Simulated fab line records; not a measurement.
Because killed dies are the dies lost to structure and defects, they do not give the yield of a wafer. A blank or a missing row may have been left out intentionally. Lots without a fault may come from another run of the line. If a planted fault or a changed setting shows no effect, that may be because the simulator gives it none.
What tool caused it? || flow n5 finfet || Sampling: 9 lots, 27 wafers, 2 of 1938 route steps

WHAT THE GAUGES SHOWED, per wafer
N5_BEOL_M4_RC_MEAS_101. Usual: DIBL_N 36.9 mV/V, standard deviation 1.7; DIBL_P 36.7 mV/V, standard deviation 2.1; IOFF_N 0.17 nA/um, standard deviation 0.032; IOFF_P 0.22 nA/um, standard deviation 0.036; ION_N 674 uA/um, standard deviation 12; ION_P 461 uA/um, standard deviation 7; SS_N 71.7 mV/dec, standard deviation 0.6; SS_P 73.4 mV/dec, standard deviation 0.67; VT_N 249 mV, standard deviation 3.1; VT_P -250 mV, standard deviation 3.2.
{"lot": "L622", "measured": "day 8 01:31", "on": "prober-01", "DIBL_N (mV/V)": "35.5 36.4 35.7", "DIBL_P (mV/V)": "35.5 36.6 34.9", "IOFF_N (nA/um)": "0.14 0.15 0.14", "IOFF_P (nA/um)": "0.18 0.20 0.18", "ION_N (uA/um)": "657 674 666", "ION_P (uA/um)": "448 464 456", "SS_N (mV/dec)": "71.7 71.3 70.9", "SS_P (mV/dec)": "72.8 73.2 73.1", "VT_N (mV)": "253 254 250", "VT_P (mV)": "-254 -251 -251", "flag": ""}
{"lot": "L629", "measured": "day 9 08:10", "on": "prober-01", "DIBL_N (mV/V)": "36.3 35.7 37.0", "DIBL_P (mV/V)": "36.9 35.5 37.6", "IOFF_N (nA/um)": "0.17 0.14 0.17", "IOFF_P (nA/um)": "0.23 0.21 0.25", "ION_N (uA/um)": "685 662 676", "ION_P (uA/um)": "471 460 467", "SS_N (mV/dec)": "71.0 71.5 71.1", "SS_P (mV/dec)": "73.6 73.7 72.9", "VT_N (mV)": "245 250 248", "VT_P (mV)": "-246 -250 -246", "flag": ""}
{"lot": "L634", "measured": "day 11 00:52", "on": "prober-01", "DIBL_N (mV/V)": "37.7 34.9 36.2", "DIBL_P (mV/V)": "38.5 36.7 37.5", "IOFF_N (nA/um)": "0.19 0.14 0.16", "IOFF_P (nA/um)": "0.26 0.21 0.23", "ION_N (uA/um)": "688 677 677", "ION_P (uA/um)": "475 466 461", "SS_N (mV/dec)": "72.3 70.8 72.2", "SS_P (mV/dec)": "73.5 73.7 72.3", "VT_N (mV)": "248 253 248", "VT_P (mV)": "-245 -249 -246", "flag": ""}
{"lot": "L635", "measured": "day 11 09:40", "on": "prober-02", "DIBL_N (mV/V)": "34.9 35.7 36.9", "DIBL_P (mV/V)": "35.1 34.9 37.2", "IOFF_N (nA/um)": "0.13 0.14 0.17", "IOFF_P (nA/um)": "0.16 0.16 0.19", "ION_N (uA/um)": "673 672 686", "ION_P (uA/um)": "455 454 459", "SS_N (mV/dec)": "70.6 71.3 71.6", "SS_P (mV/dec)": "73.0 73.2 74.1", "VT_N (mV)": "251 253 250", "VT_P (mV)": "-256 -256 -251", "flag": ""}
{"lot": "L639", "measured": "day 12 06:56", "on": "prober-02", "DIBL_N (mV/V)": "38.5 35.0 32.8", "DIBL_P (mV/V)": "38.0 34.8 32.0", "IOFF_N (nA/um)": "0.19 0.13 0.11", "IOFF_P (nA/um)": "0.24 0.20 0.16", "ION_N (uA/um)": "676 654 660", "ION_P (uA/um)": "466 458 455", "SS_N (mV/dec)": "71.9 71.2 70.6", "SS_P (mV/dec)": "73.7 72.8 72.6", "VT_N (mV)": "248 252 253", "VT_P (mV)": "-249 -252 -255", "flag": ""}
{"lot": "L640", "measured": "day 12 15:16", "on": "prober-02", "DIBL_N (mV/V)": "36.3 34.8 37.2", "DIBL_P (mV/V)": "35.0 33.8 35.8", "IOFF_N (nA/um)": "0.17 0.13 0.18", "IOFF_P (nA/um)": "0.26 0.23 0.26", "ION_N (uA/um)": "681 668 681", "ION_P (uA/um)": "470 469 471", "SS_N (mV/dec)": "71.5 71.8 71.3", "SS_P (mV/dec)": "72.7 72.6 73.8", "VT_N (mV)": "247 254 247", "VT_P (mV)": "-245 -245 -245", "flag": ""}
{"lot": "L643", "measured": "day 13 05:11", "on": "prober-02", "DIBL_N (mV/V)": "35.5 32.0 35.6", "DIBL_P (mV/V)": "34.9 30.8 34.9", "IOFF_N (nA/um)": "0.14 0.10 0.14", "IOFF_P (nA/um)": "0.19 0.14 0.20", "ION_N (uA/um)": "673 651 667", "ION_P (uA/um)": "462 452 462", "SS_N (mV/dec)": "72.0 69.8 71.3", "SS_P (mV/dec)": "73.8 72.5 73.7", "VT_N (mV)": "254 255 255", "VT_P (mV)": "-250 -255 -251", "flag": ""}
{"lot": "L644", "measured": "day 13 07:12", "on": "prober-02", "DIBL_N (mV/V)": "37.5 38.9 35.0", "DIBL_P (mV/V)": "38.7 40.3 35.1", "IOFF_N (nA/um)": "0.20 0.23 0.14", "IOFF_P (nA/um)": "0.28 0.30 0.22", "ION_N (uA/um)": "681 696 660", "ION_P (uA/um)": "473 471 468", "SS_N (mV/dec)": "72.4 72.0 71.2", "SS_P (mV/dec)": "74.4 74.2 73.2", "VT_N (mV)": "244 245 251", "VT_P (mV)": "-247 -243 -249", "flag": ""}
{"lot": "L645", "measured": "day 14 00:20", "on": "prober-01", "DIBL_N (mV/V)": "39.1 37.7 39.5", "DIBL_P (mV/V)": "38.5 37.1 39.5", "IOFF_N (nA/um)": "0.18 0.16 0.19", "IOFF_P (nA/um)": "0.23 0.22 0.26", "ION_N (uA/um)": "663 659 681", "ION_P (uA/um)": "460 458 467", "SS_N (mV/dec)": "71.9 72.1 72.8", "SS_P (mV/dec)": "74.1 73.7 73.8", "VT_N (mV)": "251 252 251", "VT_P (mV)": "-249 -248 -247", "flag": ""}

N5_BEOL_M11_INSPECT_13: inspects for defects (brightfield). Usual: raw defect count at 426, with a standard deviation of 99.
{"lot": "L622", "measured": "day 10 08:53", "on": "defect inspect-01", "raw defect count": "411 453 378", "flag": ""}
{"lot": "L629", "measured": "day 11 15:37", "on": "defect inspect-01", "raw defect count": "406 455 580", "flag": ""}
{"lot": "L634", "measured": "day 13 20:32", "on": "defect inspect-01", "raw defect count": "452 553 378", "flag": ""}
{"lot": "L635", "measured": "day 13 20:37", "on": "defect inspect-01", "raw defect count": "260 244 319", "flag": ""}
{"lot": "L639", "measured": "day 14 14:32", "on": "defect inspect-01", "raw defect count": "325 559 508", "flag": ""}
{"lot": "L640", "measured": "day 14 23:10", "on": "defect inspect-01", "raw defect count": "404 367 411", "flag": ""}
{"lot": "L643", "measured": "day 15 17:14", "on": "defect inspect-01", "raw defect count": "401 465 353", "flag": ""}
{"lot": "L644", "measured": "day 15 16:59", "on": "defect inspect-02", "raw defect count": "279 395 504", "flag": ""}
{"lot": "L645", "measured": "day 16 15:53", "on": "defect inspect-01", "raw defect count": "600 558 743", "flag": ""}

TOOL THAT RAN EACH LOT (tool first, then ch and the chambers of the sampled wafers, then the start)
The record holds no process step before these readings.

AS READ BY THE TOOLS THEMSELVES (means over the sampled wafers that have a number; for cases with no such wafer, the mark the record gives instead)
The record holds no such reading with a usual standard deviation.

THE ANSWER, worked out from the rows above alone
Rule: take the mean of a lot's wafers that have a number; if it is more than 3 standard deviations from the usual mean, the lot is off. Also off: a lot with no number at a reading for which 4 or more lots have one. All remaining lots with rows at the step are treated as sound. The gauges are gone through in route order, then the tools' own readings, and for those a lot's mean is taken as printed above. At the first step where some lot is off, the reading lying furthest off is the one used; lots without a number count as furthest.
No lot is off at any reading shown: from this, nothing can be told.

WHAT THE SIMULATOR HAD INSERTED
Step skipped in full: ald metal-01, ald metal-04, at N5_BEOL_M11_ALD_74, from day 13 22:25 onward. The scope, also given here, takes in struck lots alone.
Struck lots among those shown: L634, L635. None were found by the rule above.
